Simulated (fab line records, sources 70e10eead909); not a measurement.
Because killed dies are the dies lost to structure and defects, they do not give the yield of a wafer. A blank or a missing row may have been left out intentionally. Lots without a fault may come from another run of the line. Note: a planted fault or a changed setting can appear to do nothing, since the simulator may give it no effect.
Chamber matching + flow nand_harc + 4 sister chambers for NHARC_A_DECK1_JOINT_CMP_02 on cmp-02
The step polishes SiOx. 8 wafers are shown with their chamber, then 10 later ones without.

== WAFERS PAIRED WITH THEIR CHAMBERS ==
| wafer  | chamber | motor_current_A (A) |
|--------|---------|---------------------|
| L895.2 | 2       | 14.3                |
| L895.3 | 1       | 11.8                |
| L895.5 | 3       | 10.3                |
| L896.2 | 3       | 10.1                |
| L901.4 | 0       | 12.4                |
| L901.6 | 0       | 12.2                |
| L902.3 | 1       | 11.2                |
| L902.4 | 2       | 15.0                |

== WAFERS WHOSE CHAMBER IS MISSING ==
| wafer  | motor_current_A (A) |
|--------|---------------------|
| L902.6 | 12.2                |
| L908.1 | 11.1                |
| L908.2 | 10.5                |
| L908.4 | 12.0                |
| L910.2 | 13.9                |
| L910.3 | 12.3                |
| L910.5 | 11.2                |
| L911.1 | 11.1                |
| L911.2 | 14.1                |
| L911.5 | 14.2                |

== WHICH CHAMBER EACH ONE RAN IN ==
| wafer  | from the rows above     | in truth |
|--------|-------------------------|----------|
| L902.6 | can't be placed: 0 or 1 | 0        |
| L908.1 | can't be placed: 1 or 3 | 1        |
| L908.2 | 3                       | 3        |
| L908.4 | can't be placed: 0 or 1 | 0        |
| L910.2 | 2                       | 2        |
| L910.3 | 0                       | 0        |
| L910.5 | 1                       | 1        |
| L911.1 | can't be placed: 1 or 3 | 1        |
| L911.2 | 2                       | 2        |
| L911.5 | 2                       | 2        |
Correctly placed: 6 of 10. Unplaceable from these rows: 4, with the true chamber sitting among the candidates in 4. 0 placed wrongly.
How it was worked out, from the rows above alone: a wafer's distance from a chamber is the root of the sum, over the readings, of the square of ((its reading less the chamber's mean) divided by the reading's scatter). The wafer belongs to the nearest chamber; if the next one is less than 2 further off, it can't be placed. Each chamber's mean is taken over the wafers shown for it. The scatter: take each reading less its chamber's mean, square it, sum over the shown wafers, divide by the number of wafers less the number of chambers, and take the root.
